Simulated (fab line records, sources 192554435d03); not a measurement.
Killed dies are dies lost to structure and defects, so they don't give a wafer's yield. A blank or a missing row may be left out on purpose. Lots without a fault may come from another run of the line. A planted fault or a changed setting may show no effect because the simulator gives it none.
Chamber matching | flow n5_finfet | N5_SDB_CUT_ETCH_26 on rie_si-02: 4 sister chambers
The step etches Si in HBr/Cl2/O2, target depth 129.6 nm, bt time 20 s, time 51.8 s. 18 wafers are shown with their chamber, then 9 later ones without.

WAFERS WITH THEIR CHAMBER
wafer  | chamber | drypump_motor_current_A (A) | throttle_valve_pct (%) | oes_product_au (a.u.)
L078.1 | 3       | 5.5                         | 37.68                  | 1.002
L078.2 | 2       | 5.8                         | 37.24                  | 1.020
L078.4 | 0       | 4.8                         | 37.22                  | 1.001
L082.3 | 3       | 5.5                         | 37.68                  | 1.011
L082.4 | 2       | 5.8                         | 37.23                  | 1.017
L082.6 | 1       | 5.6                         | 37.23                  | 0.998
L083.2 | 2       | 5.8                         | 37.24                  | 1.008
L083.5 | 2       | 5.8                         | 37.22                  | 1.013
L083.6 | 3       | 5.4                         | 37.71                  | 1.010
L084.1 | 1       | 5.6                         | 37.23                  | 0.992
L084.2 | 3       | 5.4                         | 37.68                  | 1.007
L084.3 | 0       | 4.8                         | 37.23                  | 1.008
L084.4 | 2       | 5.8                         | 37.22                  | 1.012
L084.5 | 2       | 5.8                         | 37.22                  | 1.014
L084.6 | 1       | 5.6                         | 37.22                  | 0.989
L085.2 | 1       | 5.6                         | 37.24                  | 1.001
L085.4 | 3       | 5.4                         | 37.70                  | 1.013
L085.6 | 3       | 5.4                         | 37.69                  | 1.005

SIGNATURES (means of the wafers above)
reading                 | chamber 0 | chamber 1 | chamber 2 | chamber 3 | scatter within a chamber
drypump_motor_current_A | 4.800     | 5.600     | 5.800     | 5.433     | 0.0309
throttle_valve_pct      | 37.2250   | 37.2300   | 37.2283   | 37.6900   | 0.0105
oes_product_au          | 1.00450   | 0.99500   | 1.01400   | 1.00800   | 0.00451
Rule: a wafer's distance from a chamber is the root of the sum, over the readings, of the square of ((its reading less the chamber's mean) divided by the reading's scatter). The wafer belongs to the nearest chamber; if the next one is less than 2 further off, it can't be placed. The scatter: the root of (the sum of the squares of (reading less its chamber's mean) over the shown wafers, divided by (wafers less chambers)).

WAFERS WITHOUT THEIR CHAMBER
wafer  | drypump_motor_current_A (A) | throttle_valve_pct (%) | oes_product_au (a.u.)
L086.1 | 5.6                         | 37.23                  | 0.998
L086.2 | 5.8                         | 37.23                  | 1.015
L086.3 | 4.8                         | 37.24                  | 1.000
L093.1 | 4.8                         | 37.23                  | 1.012
L093.2 | 5.8                         | 37.23                  | 1.011
L093.3 | 5.6                         | 37.25                  | 1.005
L093.4 | 5.8                         | 37.22                  | 1.010
L093.5 | 4.8                         | 37.25                  | 1.010
L093.6 | 5.6                         | 37.23                  | 1.001

WHICH CHAMBER EACH WENT THROUGH
wafer  | from the rows above | in truth
L086.1 | 1                   | 1
L086.2 | 2                   | 2
L086.3 | 0                   | 0
L093.1 | 0                   | 0
L093.2 | 2                   | 2
L093.3 | 1                   | 1
L093.4 | 2                   | 2
L093.5 | 0                   | 0
L093.6 | 1                   | 1
Placed correctly: 9 of 9. Can't be placed from these rows: 0. Placed wrongly: 0.
